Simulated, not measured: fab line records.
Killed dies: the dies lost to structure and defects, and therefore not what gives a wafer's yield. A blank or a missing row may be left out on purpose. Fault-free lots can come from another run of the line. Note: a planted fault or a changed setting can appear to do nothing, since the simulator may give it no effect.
fab line records -- flow n5_finfet
[record] lots = 5, wafers = 15, last_day = 18
route steps=1938 shown BEOL_M5@1172 BEOL_M6@1194 PASSIVATION@1936
lots untouched by any fault: they come from a run of this same line in which no faults occurred
start_h: start of the lot's first displayed wafer, in hours after the record's first day -- wait_h: hours from the lot's prior step to this one -- " repeats the value in the row above -- L1.1+2: a row that stands for several wafers -- - value missing, or start not given -- * or withheld: withheld -- < > ~ a bound
route shown NAME@n: a module of which the file shows steps, and the number in the route of the first -- usual: mean/standard deviation taken from wafers without a fault -- same: alike in all rows -- chamber/n: place in a boat -- sites: readings site by site -- _std_site: the values' standard deviation -- _edge_site: inner sites' mean taken away from outer sites' mean -- radius_mm: how far each site lies from the wafer's centre -- mask NAME#n: copy n -- behind: tool/chamber where the wafer was last shaped -- hold: what put the lot on hold/how long, in hours/how the hold closed -- device: which transistor (n, p or np) failed to switch -- end of line: the same wafers' tests at the end of the route -- for a step that has no rows: nothing shown but its recipe -- killed: at the first sort, the dies lost to defects and structure; wafer yield is something else -- map: a wafer's dies, marking killed ones x, the rest . and places with no die _
set.NAME: setting as actually run; set.NAME@STEP: the setting as run at that earlier step -- model.NAME: the simulator's own value behind a step, which no gauge read
a table for each step, a row for each wafer; lots at some steps of the route
services: when a tool's chamber went out of use (start_h, in hours from the record's first day, below 0 if earlier), for how many hours, and the reason
[[steps]]
[step N5_BEOL_M5_ALD_86]
[recipe] material = TaN, target_thk_a = *, temp_c = 275, ald_precursor_family = PDMAT, ald_co_reactant = NH3, pressure_torr = 3, carrier_flow_sccm = 1500, pulse_time_s = 2, purge_time_s = 3, co_reactant_purge_time_s = 2, co_reactant_pulse_time_s = 3, ald_cycles = 30, precursor_vessel_temp_c = 75, precursor_vessel_pressure_torr = 26.25, precursor_vessel_carrier_sccm = 1000
[step N5_BEOL_M5_SURFACE_TREAT_87]
[recipe] gas = Ar, time_s = *, ion_energy_ev = *, ion_current_ma_cm2 = 0.5, pressure_mtorr = *, ar_flow_sccm = 30
[step N5_BEOL_M5_CVD_47]
[recipe] material = Co, target_thk_a = 30, temp_c = withheld, precursor = CCTBA/H2, pressure_torr = 30, time_s = 216
[step N5_BEOL_M5_SPUTTER_48]
[recipe] material = Cu, target_thk_a = 150, temp_c = -20, chamber_pressure_pa = 0.07, power_w = withheld, time_s = 27.62
[step N5_BEOL_M5_ANNEAL_49]
[recipe] temp_c = 400, time_s = 1800, ambient = vacuum
[step N5_BEOL_M5_SPUTTER_81]
[recipe] material = Cu, target_thk_a = 150, temp_c = -20, chamber_pressure_pa = 0.07, power_w = withheld, time_s = 27.62
[step N5_BEOL_M5_ANNEAL_82]
[recipe] temp_c = 400, time_s = 1800, ambient = vacuum
[step N5_BEOL_M5_SPUTTER_83]
[recipe] material = Cu, target_thk_a = 150, temp_c = -20, chamber_pressure_pa = 0.07, power_w = withheld, time_s = 27.62
[step N5_BEOL_M5_ANNEAL_84]
[recipe] temp_c = 400, time_s = 1800, ambient = vacuum
[step N5_BEOL_M5_SPUTTER_88]
[recipe] material = Cu, target_thk_a = 150, temp_c = -20, chamber_pressure_pa = 0.07, power_w = withheld, time_s = 27.62
[step N5_BEOL_M5_ANNEAL_89]
[recipe] temp_c = 400, time_s = 1800, ambient = vacuum
[step N5_BEOL_M5_SPUTTER_90]
[recipe] material = Cu, target_thk_a = 45, temp_c = -20, chamber_pressure_pa = 0.07, power_w = withheld, time_s = 8.29
[step N5_BEOL_M5_ECD_50]
[recipe] material = Cu, target_thk_a = 3000
lot.wafer,tool,chamber,start_h,wait_h
L617.2+3+4,ecd_cu-01,"0,0,1",225.27,0.2
L633.2+3+6,ecd_cu-02,"0,0,1",296.44,0.1
L636.3+5+6,ecd_cu-01,"1,1,0",320.22,0.1
L637.3+4+6,ecd_cu-01,"0,1,0",327.06,0.1
L639.1+5+6,ecd_cu-01,"0,1,0",336.35,0.1
[step N5_BEOL_M5_ANNEAL_51]
[recipe] temp_c = 225, time_s = 90, ambient = N2
[step N5_BEOL_M5_CMP_52]
[recipe] stop_on = SiCOH_lowk, t_overpolish_s = 6.9, down_force_psi = 1, platen_rpm = 50, clearing_platen_down_force_psi = 1.5, clearing_platen_rpm = 50, post_cmp_clean = cu_alkaline, target_thk_nm = 62, clearing_platen_pad_velocity_m_s = 0.99484, pad_velocity_m_s = 0.99484
[step N5_BEOL_M5_PRE_CLEAN_77]
[recipe] gas = NH3/H2, time_s = 15, temp_c = *, rf_power_w = 300
[step N5_BEOL_M5_CO_CAP_78]
[recipe] material = Co, target_thk_a = 20, temp_c = 200, precursor = CCTBA/H2, pressure_torr = 30, time_s = 102.1
[step N5_BEOL_M5_PRE_CLEAN_55]
[recipe] gas = NH3, time_s = 15, temp_c = withheld, rf_power_w = 300
[step N5_BEOL_M5_DEP_56]
[recipe] material = SiCN, target_thk_a = 80, temp_c = withheld, precursor = 3MS/NH3, pressure_torr = 3, rf_w = 202, time_s = 14
[step N5_BEOL_M6_ILD_DEP_00]
[recipe] material = SiCOH_lowk, target_thk_a = 1797.5, temp_c = 300, precursor = DEMS/porogen, pressure_torr = 5, rf_w = 500, time_s = 33.4
[step N5_BEOL_M6_CURE_74]
[recipe] temp_c = 385, time_s = 240, ambient = He/Ar, material = SiCOH_lowk
[step N5_BEOL_M6_PECVD_70]
[recipe] material = SiO2, target_thk_a = 200, temp_c = 400, precursor = TEOS/O2, pressure_torr = 5.5, rf_w = 450, teos_flow_sccm = 53.8, gas = O2, flow_sccm = 3000, time_s = 22.7
[step N5_BEOL_M6_HM_DEP_02]
[recipe] material = TiN, target_thk_a = 200, temp_c = 25, chamber_pressure_pa = 0.49996
[step N5_BEOL_M6_COAT_59]
[recipe] resist = SOC, temp_c = 250, time_s = 60, spin_rpm = 1500, resist_thk_nm = 100
[step N5_BEOL_M6_COAT_60]
[recipe] resist = SiARC, temp_c = 220, time_s = 60, spin_rpm = 1500, resist_thk_nm = 35
[step N5_BEOL_M6_COAT_05]
[recipe] resist = CAR-ArF, spin_rpm = 1500, resist_thk_nm = 90
[step N5_BEOL_M6_EBR_07]
[recipe] solvent = PGMEA, ebr_width_mm = 1.5
[step N5_BEOL_M6_SOFTBAKE_06]
[recipe] temp_c = 110, time_s = 60, resist = CAR-ArF
[step N5_BEOL_M6_EXPOSE_08]
[recipe] mask_id = M6, na = 1.35, source_shape = dipole, sigma_inner = 0.817, sigma_outer = 0.97, polarization = te, dose_mj = 68.25
[step N5_BEOL_M6_PEB_09]
[recipe] peb_temp_c = withheld, peb_time_s = 60, resist = CAR-ArF
[step N5_BEOL_M6_DEVELOP_10]
[recipe] develop_time_s = 30, developer = TMAH, resist = CAR-ArF, rinse_liquid = diw, dry = air_spin, dev_temp_c = 23
[step N5_BEOL_M6_DESCUM_16]
[recipe] chemistry = O2, time_s = 7.9, source_power_w = 50, bias_power_w = 20, pressure_mtorr = 20, rf_frequency_hz = 2.712e+07, temp_c = 40, resist = CAR-ArF, o2_flow_sccm = 225
[step N5_BEOL_M6_ETCH_61]
[recipe] chemistry = CF4, target = SiARC, target_depth_a = 455, mask_material = CAR-ArF, time_s = 75.8, ion_energy_ev = 80, pressure_mtorr = 40, source_w = 545, bias_w = 36, Ar_flow_sccm = 100, cf4_flow_sccm = 100, ends = cleared
[step N5_BEOL_M6_ETCH_62]
[recipe] chemistry = N2/H2, target = SOC, target_depth_a = 1100, overetch_a = 220, mask_material = SiARC, temp_c = 40, time_s = 165, ion_energy_ev = 200, pressure_mtorr = 30, source_w = 840, bias_w = 150, n2_flow_sccm = 200, h2_flow_sccm = 200
[step N5_BEOL_M6_STRIP_68]
[recipe] chemistry = N2/H2, temp_c = 40, n2_flow_sccm = 200, h2_flow_sccm = 200, rf_frequency_hz = 6e+07
[step N5_PASSIVATION_PROBE_49]
[usual] defect_limited_yield = 91.7/1.5, killed_at_M0_to_M3 = 32/10, killed_at_M4_up = 14/5.3, killed_at_contacts = 13/5.7, killed_at_front_end = 37/10, killed_at_other = 3.3/2.5, killed_dies = 98/18, killed_on_rim = 13/3.6, killed_open = 65/13, killed_short = 31/7.5, sort_bin_5_function = 4.9/0.91, sort_bin_6_memory = 3.1/0.71, sort_n_pass = 1082/18, sort_yield_pct = 91.7/1.5
[same] gross_dies = 1180, killed_at_back_side = 0, sort_bin_4_leakage[%] = 0, sort_bin_8_speed[%] = 0
lot.wafer,tool,chamber,start_h,wait_h,defect_limited_yield[%],killed_at_M0_to_M3,killed_at_M4_up,killed_at_contacts,killed_at_front_end,killed_at_other,killed_dies,killed_on_rim,killed_open,killed_short,sort_bin_5_function[%],sort_bin_6_memory[%],sort_n_pass,sort_yield_pct[%]
L636.6,prober-01,-,416.43,0.3,63.6,24,354,7,34,10,429,53,58,27,23.3,10.7,751,63.6
L637.3,prober-02,-,428.87,0.2,67.3,25,332,7,21,1,386,52,47,17,20.3,10.8,794,67.3
L637.6,prober-02,-,429.02,0.4,66.1,27,335,7,29,2,400,50,53,20,19.5,12.5,780,66.1
L639.1,prober-02,-,434.58,0.0,62.7,23,363,10,36,8,440,49,67,31,22.3,12.8,740,62.7
L639.6,prober-02,-,434.83,0.3,66.1,27,320,10,37,6,400,54,47,43,21.4,11.0,780,66.1
// killed by level:class
L636.6 BEOL_M5:unspecified=341 STI_FIN_REVEAL:geometric_particle:open=9 MOL_CONTACT_COAG:geometric_particle:open=7 GATE_CUT:geometric_particle:short=6 BEOL_M1:geometric_particle:open=5 BEOL_M0_SAQP:geometric_particle:open=5 BEOL_M0_SAQP:geometric_particle:short=5 BEOL_M3:geometric_particle:open=5
L637.3 BEOL_M5:unspecified=322 BEOL_M2:geometric_particle:open=14 MOL_CONTACT_COAG:geometric_particle:open=5 BEOL_M0:geometric_particle:open=4 STARTING-WAFER:geometric_particle:open=4 STARTING-WAFER:geometric_particle:short=4 STI_FIN_REVEAL:geometric_particle:open=3 BEOL_M0_SAQP:geometric_particle:short=3
L637.6 BEOL_M5:unspecified=327 BEOL_M2:geometric_particle:open=8 FIN_SAQP:geometric_particle:open=6 DUMMY_GATE:geometric_particle:open=5 BEOL_M0_SAQP:geometric_particle:short=5 BEOL_M0:geometric_particle:open=5 GATE_CUT:geometric_particle:open=4 GATE_CUT:geometric_particle:short=4
L639.1 BEOL_M5:unspecified=342 FIN_SAQP:geometric_particle:open=17 BEOL_M0_SAQP:geometric_particle:open=8 BEOL_M5:geometric_particle:open=8 BEOL_M0_SAQP:geometric_particle:short=7 FIN_SAQP:geometric_particle:short=6 MOL_CONTACT_COAG:geometric_particle:open=6 BEOL_M4:geometric_particle:open=5
L639.6 BEOL_M5:unspecified=310 BEOL_M0_SAQP:geometric_particle:short=9 BEOL_M0_SAQP:geometric_particle:open=9 FIN_SAQP:geometric_particle:short=8 GATE_CUT:geometric_particle:short=7 FIN_SAQP:geometric_particle:open=6 MOL_CONTACT_COAG:geometric_particle:open=5 MOL_CONTACT_COAG:geometric_particle:short=5
// map L636.6 (x killed, . not)
_________________x..xx....x..________________
______________x......xxx...x...._____________
___________...xx.x..x..x.x.xx....x.__________
__________x..x..x.x...xx..x...x.xxxx_________
________.x..x.x..x.x...x......x.x.x..x_______
_______..xx.x.x.............xx....xx...______
______x...x.x..x....x...x.x...xx.....x.._____
_____......x..x.......xxx.xx..x......x...____
____.x....xxx........x.xxx...xx.xxxxxx.xxx___
___..x...xx...x..x.x.......xxx..xx..xxx.x.x__
___x.....x...xxx.x.x.x..x.x...x.x.x...xx..x__
__x.xx...xxx...xx....x.xxxxx.x.....x..x..x.x_
__....x.x.......xxx.xx...xxx...x.xx..x..x.x._
_..x.x.x...........xxxx.xx.xx..xx...x......xx
_x.....x..x....x...x..x.xx.x...x...x..x.x..xx
_.x....x....x.....x.....x.x...x.xx.xxxx.....x
_xx........x..x.x.xx.x..x.x..x.xx.....xx..x.x
_............x...x...x..x..x...........x.xx..
_...x.xx.xx.xx.x..xx.xx.x.xx....x.x..x.x....x
_...x.....xx..x.........x..xxx.xxxxxxxx..x...
_.xx......x..xxx...xx.x.x..x....x......x...xx
__....x.x..............x.x.x..x.xxxxx..xx..._
__..xxxx.xx....xx.x.....xx.xx.xxxx.x.xxx..x._
___.xx..x..x.x.....x..xxx....x..xxx........__
___.x.x.....x..x.xxx..x.....x.x......x..x..__
____....xx...x....x..x.x....xx.x.x....xxx.___
_____...xxxxx..x..x.......x.xxxx...x.x...____
______x.....xxx...x.......xxxx...x..x..._____
_______..xxx........x..xxxx........x.x.______
________..x...xxxxx....x..xxxxx..xx.x._______
__________x.......xx.x..x...xx.....x_________
___________x.xx..x..x....x.x..x...x__________
______________x.xx..xxx.x.xx.x.._____________
_________________x..x...x..x.________________
// map L637.6 (x killed, . not)
_________________....x.......________________
______________.xx.x..x..x.x....._____________
___________xxx...x......xxx.xx....x__________
__________x.....x..x.......x....x.x._________
________..x..x..xx.x.....xxx.........x_______
_______.x.x.x....x.x...xxxxxx.....xxx..______
______......x.x.....xxx.xx......x....x.._____
_____xx....x.........x..xx..x.xx...x.....____
____xx...x.x..x..x......x..x..xx..xxxxx...___
___.xx..x.xxx.......x..x..xxx...x.xx...x..x__
___...xx.x.xx.....x.xxxxx..........xx.x...x__
__..x...x......x..x.x.x.....xxx.x.x..x.xx.xx_
__..xx.x.x.x.......xxxxx.xx..xx..x.xx...x.x._
_.x..xxx..x..xx...xxx.xx.........x.x.x.x...x.
_.xxxxx......x...xx.x..x.........x.......x...
_.x....xx...x...x.xx..x...xxx..x....xx....x..
_.x...x.x......x.x.xxx..........x.....xx.x...
_...x....x.xx.......x..x.x.....x.x.....x.xx..
_xxx.xxxxx.....x..xx......x.x..x.....x.x..x..
_.x.xx...x......xx.x.x....x....xxxx..........
_.....x.x.x..xx.x.xx.x.xxx.xxxx.x....x..x...x
__.......x..x.x.x..x...xx.....xx......x..x.._
__x..xx.xx...x...x.x...x...x...xx.x.xxx...xx_
___x.xx.xx....xx..xx.x.....x...xxx....xxxx.__
___.x......x.xx....x.xxx...xx.............x__
____xx..x.........x...x....x.x....x.......___
_____...xxx.x..xx.x..x.........x..xxxx..x____
______.x...x..........xx.x..x....xxxxx.._____
_______x.......x.xxxx...xx.x..x...x...x______
________..xxx.........x..xx.........x._______
__________xx.xx.....x..xx....xx...x._________
___________..xxx....x..x.x.........__________
______________x.xx..x...xxx....._____________
_________________.....xx.x...________________
[[services]]
tool,chamber,start_h,hours,kind
ecd_cu-02,-,225.02,2.5,pm
ecd_cu-02,-,271.46,1.8,repair
ecd_cu-02,-,318.33,3.1,repair
[[key]]
[first_sign] step = N5_PASSIVATION_PROBE_49, reading = killed_at_M4_up, direction = up, sigmas = 62, usual = 14, struck = 341
[effect] step = N5_PASSIVATION_PROBE_49, reading = killed_dies, direction = up, sigmas = 18, usual = 98, struck = 411
[more_kills_born_at] N5_BEOL_M5_ECD_50@ecd_cu-01 = 1642
met_at N5_BEOL_M5_ECD_50
struck_wafers L636.6,L637.3,L637.6,L639.1,L639.6
onset_between 225.27 320.22
[fault] kind = chamber_particle_source, tool = ecd_cu-01, chamber = 0, onset_h = 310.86, steps = N5_BEOL_M5_ECD_50, rate_per_visit_cm2 = 0.65104, end_h = 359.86
